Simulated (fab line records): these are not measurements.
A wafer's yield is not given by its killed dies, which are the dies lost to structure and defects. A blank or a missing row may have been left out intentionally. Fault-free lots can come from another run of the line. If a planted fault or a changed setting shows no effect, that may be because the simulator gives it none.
The tool behind it: which one? || flow nand harc || 24 lots with 72 wafers sampled at 3 steps, on a route of 1159 steps

== WHAT THE GAUGES READ, wafer by wafer ==
NHARC_A_ONON_D1_THK_MEAS_11: measures by ellipsometry. Usual: 997 nm for thk nm, sd 11.
{"lot": "L075", "measured": "day 7 19:11", "on": "film metro-01", "thk nm (nm)": "1022 1021 1020", "flag": ""}
{"lot": "L074", "measured": "day 8 03:16", "on": "film metro-01", "thk nm (nm)": "998 998 998", "flag": ""}
{"lot": "L076", "measured": "day 8 03:24", "on": "film metro-01", "thk nm (nm)": "1002 1002 1000", "flag": ""}
{"lot": "L077", "measured": "day 8 03:17", "on": "film metro-02", "thk nm (nm)": "994 996 995", "flag": ""}
{"lot": "L079", "measured": "day 8 13:18", "on": "film metro-01", "thk nm (nm)": "981 980 980", "flag": ""}
{"lot": "L078", "measured": "day 8 13:10", "on": "film metro-01", "thk nm (nm)": "993 993 993", "flag": ""}
{"lot": "L080", "measured": "day 9 05:56", "on": "film metro-02", "thk nm (nm)": "1000 1000 1000", "flag": ""}
{"lot": "L081", "measured": "day 9 21:52", "on": "film metro-01", "thk nm (nm)": "996 996 996", "flag": ""}
{"lot": "L082", "measured": "day 9 21:53", "on": "film metro-02", "thk nm (nm)": "985 981 982", "flag": ""}
{"lot": "L083", "measured": "day 9 22:01", "on": "film metro-01", "thk nm (nm)": "982 983 983", "flag": ""}
{"lot": "L084", "measured": "day 9 22:13", "on": "film metro-01", "thk nm (nm)": "1006 1007 1007", "flag": ""}
{"lot": "L089", "measured": "day 10 20:27", "on": "film metro-02", "thk nm (nm)": "989 988 988", "flag": ""}
{"lot": "L086", "measured": "day 10 20:29", "on": "film metro-02", "thk nm (nm)": "1005 1004 1003", "flag": ""}
{"lot": "L085", "measured": "day 10 20:26", "on": "film metro-01", "thk nm (nm)": "998 998 998", "flag": ""}
{"lot": "L088", "measured": "day 11 04:49", "on": "film metro-01", "thk nm (nm)": "1001 1002 1000", "flag": ""}
{"lot": "L087", "measured": "day 11 04:51", "on": "film metro-02", "thk nm (nm)": "1011 1011 1011", "flag": ""}
{"lot": "L090", "measured": "day 11 13:14", "on": "film metro-02", "thk nm (nm)": "999 1000 998", "flag": ""}
{"lot": "L091", "measured": "day 11 21:47", "on": "film metro-01", "thk nm (nm)": "994 995 995", "flag": ""}
{"lot": "L092", "measured": "day 12 08:29", "on": "film metro-02", "thk nm (nm)": "988 987 987", "flag": ""}
{"lot": "L094", "measured": "day 12 08:20", "on": "film metro-01", "thk nm (nm)": "1005 1006 1006", "flag": ""}
{"lot": "L093", "measured": "day 12 08:21", "on": "film metro-02", "thk nm (nm)": "991 993 994", "flag": ""}
{"lot": "L095", "measured": "day 12 18:36", "on": "film metro-02", "thk nm (nm)": "1002 1000 999", "flag": ""}
{"lot": "L096", "measured": "day 12 18:29", "on": "film metro-02", "thk nm (nm)": "972 974 974", "flag": ""}
{"lot": "L097", "measured": "day 13 15:33", "on": "film metro-02", "thk nm (nm)": "1018 1018 1018", "flag": ""}

NHARC_A_ONON_D1_INSPECT_32. Usual: 69 for raw defect count, sd 21.
{"lot": "L075", "measured": "day 8 06:01", "on": "defect inspect-01", "raw defect count": "71 50 57", "flag": ""}
{"lot": "L074", "measured": "day 8 14:37", "on": "defect inspect-02", "raw defect count": "43 67 65", "flag": ""}
{"lot": "L076", "measured": "day 8 14:53", "on": "defect inspect-01", "raw defect count": "52 86 64", "flag": ""}
{"lot": "L077", "measured": "day 8 14:50", "on": "defect inspect-02", "raw defect count": "57 51 52", "flag": ""}
{"lot": "L079", "measured": "day 8 23:46", "on": "defect inspect-01", "raw defect count": "65 64 90", "flag": ""}
{"lot": "L078", "measured": "day 8 23:47", "on": "defect inspect-02", "raw defect count": "59 114 54", "flag": ""}
{"lot": "L080", "measured": "day 9 17:13", "on": "defect inspect-02", "raw defect count": "60 120 105", "flag": ""}
{"lot": "L081", "measured": "day 10 08:20", "on": "defect inspect-02", "raw defect count": "64 50 43", "flag": ""}
{"lot": "L082", "measured": "day 10 08:20", "on": "defect inspect-01", "raw defect count": "52 89 60", "flag": ""}
{"lot": "L083", "measured": "day 10 08:27", "on": "defect inspect-02", "raw defect count": "61 57 46", "flag": ""}
{"lot": "L084", "measured": "day 10 08:40", "on": "defect inspect-01", "raw defect count": "114 65 99", "flag": ""}
{"lot": "L089", "measured": "day 11 08:01", "on": "defect inspect-01", "raw defect count": "118 95 73", "flag": ""}
{"lot": "L086", "measured": "day 11 08:08", "on": "defect inspect-02", "raw defect count": "81 79 47", "flag": ""}
{"lot": "L085", "measured": "day 11 07:51", "on": "defect inspect-02", "raw defect count": "53 87 92", "flag": ""}
{"lot": "L088", "measured": "day 11 15:27", "on": "defect inspect-01", "raw defect count": "83 60 78", "flag": ""}
{"lot": "L087", "measured": "day 11 15:34", "on": "defect inspect-02", "raw defect count": "82 66 70", "flag": ""}
{"lot": "L090", "measured": "day 12 01:07", "on": "defect inspect-01", "raw defect count": "51 50 51", "flag": ""}
{"lot": "L091", "measured": "day 12 10:55", "on": "defect inspect-02", "raw defect count": "65 98 52", "flag": ""}
{"lot": "L092", "measured": "day 12 19:22", "on": "defect inspect-02", "raw defect count": "56 69 57", "flag": ""}
{"lot": "L094", "measured": "day 12 19:38", "on": "defect inspect-01", "raw defect count": "63 54 87", "flag": ""}
{"lot": "L093", "measured": "day 12 19:51", "on": "defect inspect-01", "raw defect count": "100 60 76", "flag": ""}
{"lot": "L095", "measured": "day 13 05:13", "on": "defect inspect-02", "raw defect count": "61 63 59", "flag": ""}
{"lot": "L096", "measured": "day 13 04:58", "on": "defect inspect-02", "raw defect count": "67 70 78", "flag": ""}
{"lot": "L097", "measured": "day 14 05:04", "on": "defect inspect-02", "raw defect count": "50 75 63", "flag": ""}

== TOOL THAT RAN EACH LOT (tool first, then ch and the chambers of the sampled wafers, then the start) ==
{"lot": "L075", "NHARC_P_BONDPAD_ANNEAL_28": "rtp anneal-01 ch 0, day 6 17:03"}
{"lot": "L074", "NHARC_P_BONDPAD_ANNEAL_28": "rtp anneal-02 ch 0, day 6 22:52"}
{"lot": "L076", "NHARC_P_BONDPAD_ANNEAL_28": "rtp anneal-01 ch 0, day 7 03:47"}
{"lot": "L077", "NHARC_P_BONDPAD_ANNEAL_28": "rtp anneal-01 ch 0, day 7 04:23"}
{"lot": "L079", "NHARC_P_BONDPAD_ANNEAL_28": "rtp anneal-01 ch 0, day 7 10:22"}
{"lot": "L078", "NHARC_P_BONDPAD_ANNEAL_28": "rtp anneal-01 ch 0, day 7 11:19"}
{"lot": "L080", "NHARC_P_BONDPAD_ANNEAL_28": "rtp anneal-01 ch 0, day 8 00:14"}
{"lot": "L081", "NHARC_P_BONDPAD_ANNEAL_28": "rtp anneal-02 ch 0, day 8 14:34"}
{"lot": "L082", "NHARC_P_BONDPAD_ANNEAL_28": "rtp anneal-01 ch 0, day 8 15:16"}
{"lot": "L083", "NHARC_P_BONDPAD_ANNEAL_28": "rtp anneal-01 ch 0, day 8 16:35"}
{"lot": "L084", "NHARC_P_BONDPAD_ANNEAL_28": "rtp anneal-01 ch 0, day 8 21:22"}
{"lot": "L089", "NHARC_P_BONDPAD_ANNEAL_28": "rtp anneal-02 ch 0, day 9 18:35"}
{"lot": "L086", "NHARC_P_BONDPAD_ANNEAL_28": "rtp anneal-01 ch 0, day 9 19:46"}
{"lot": "L085", "NHARC_P_BONDPAD_ANNEAL_28": "rtp anneal-02 ch 0, day 9 21:08"}
{"lot": "L088", "NHARC_P_BONDPAD_ANNEAL_28": "rtp anneal-01 ch 0, day 10 02:15"}
{"lot": "L087", "NHARC_P_BONDPAD_ANNEAL_28": "rtp anneal-02 ch 0, day 10 02:27"}
{"lot": "L090", "NHARC_P_BONDPAD_ANNEAL_28": "rtp anneal-02 ch 0, day 10 10:45"}
{"lot": "L091", "NHARC_P_BONDPAD_ANNEAL_28": "rtp anneal-01 ch 0, day 10 15:46"}
{"lot": "L092", "NHARC_P_BONDPAD_ANNEAL_28": "rtp anneal-02 ch 0, day 11 01:49"}
{"lot": "L094", "NHARC_P_BONDPAD_ANNEAL_28": "rtp anneal-01 ch 0, day 11 02:13"}
{"lot": "L093", "NHARC_P_BONDPAD_ANNEAL_28": "rtp anneal-02 ch 0, day 11 03:49"}
{"lot": "L095", "NHARC_P_BONDPAD_ANNEAL_28": "rtp anneal-01 ch 0, day 11 16:07"}
{"lot": "L096", "NHARC_P_BONDPAD_ANNEAL_28": "rtp anneal-02 ch 0, day 11 16:22"}
{"lot": "L097", "NHARC_P_BONDPAD_ANNEAL_28": "rtp anneal-02 ch 0, day 12 08:53"}
- NHARC_P_BONDPAD_ANNEAL_28: time 90 s.

== WHAT THE TOOLS THEMSELVES READ (means of the sampled wafers that have a number; where no wafer has one, the mark that the record gives instead) ==
NHARC_P_BONDPAD_ANNEAL_28. Usual: 226.0 for wafer_temp_C_max, sd 0.31.
{"lot": "L075", "tool": "rtp anneal-01", "wafer_temp_C_max": 226.0, "flag": ""}
{"lot": "L074", "tool": "rtp anneal-02", "wafer_temp_C_max": 225.6, "flag": ""}
{"lot": "L076", "tool": "rtp anneal-01", "wafer_temp_C_max": 226.4, "flag": ""}
{"lot": "L077", "tool": "rtp anneal-01", "wafer_temp_C_max": 226.4, "flag": ""}
{"lot": "L079", "tool": "rtp anneal-01", "wafer_temp_C_max": 226.0, "flag": ""}
{"lot": "L078", "tool": "rtp anneal-01", "wafer_temp_C_max": 226.3, "flag": ""}
{"lot": "L080", "tool": "rtp anneal-01", "wafer_temp_C_max": 226.2, "flag": ""}
{"lot": "L081", "tool": "rtp anneal-02", "wafer_temp_C_max": 225.7, "flag": ""}
{"lot": "L082", "tool": "rtp anneal-01", "wafer_temp_C_max": 226.1, "flag": ""}
{"lot": "L083", "tool": "rtp anneal-01", "wafer_temp_C_max": 226.0, "flag": ""}
{"lot": "L084", "tool": "rtp anneal-01", "wafer_temp_C_max": 226.0, "flag": ""}
{"lot": "L089", "tool": "rtp anneal-02", "wafer_temp_C_max": 225.7, "flag": ""}
{"lot": "L086", "tool": "rtp anneal-01", "wafer_temp_C_max": 226.1, "flag": ""}
{"lot": "L085", "tool": "rtp anneal-02", "wafer_temp_C_max": 225.8, "flag": ""}
{"lot": "L088", "tool": "rtp anneal-01", "wafer_temp_C_max": 226.2, "flag": ""}
{"lot": "L087", "tool": "rtp anneal-02", "wafer_temp_C_max": 225.7, "flag": ""}
{"lot": "L090", "tool": "rtp anneal-02", "wafer_temp_C_max": 225.8, "flag": ""}
{"lot": "L091", "tool": "rtp anneal-01", "wafer_temp_C_max": 225.8, "flag": ""}
{"lot": "L092", "tool": "rtp anneal-02", "wafer_temp_C_max": 225.6, "flag": ""}
{"lot": "L094", "tool": "rtp anneal-01", "wafer_temp_C_max": 226.3, "flag": ""}
{"lot": "L093", "tool": "rtp anneal-02", "wafer_temp_C_max": 225.7, "flag": ""}
{"lot": "L095", "tool": "rtp anneal-01", "wafer_temp_C_max": 226.1, "flag": ""}
{"lot": "L096", "tool": "rtp anneal-02", "wafer_temp_C_max": 225.6, "flag": ""}
{"lot": "L097", "tool": "rtp anneal-02", "wafer_temp_C_max": 225.8, "flag": ""}

== THE ANSWER, worked out from the rows above alone ==
Rule: a lot counts as off when the mean over its wafers that have a number is more than 3 standard deviations away from the usual mean. A lot without any number at a reading at which 4 lots or more have one is off too. Where the step has rows for the other lots, those lots are counted as sound. Order of review: gauges by route order, followed by the tools' own readings, for which a lot's mean as printed above is used. At the first step where some lot is off, the reading lying furthest off is the one used; lots without a number count as furthest.
Across all readings shown, no lot is off: no conclusion can be drawn from this.

== WHAT WAS PUT IN BY THE SIMULATOR ==
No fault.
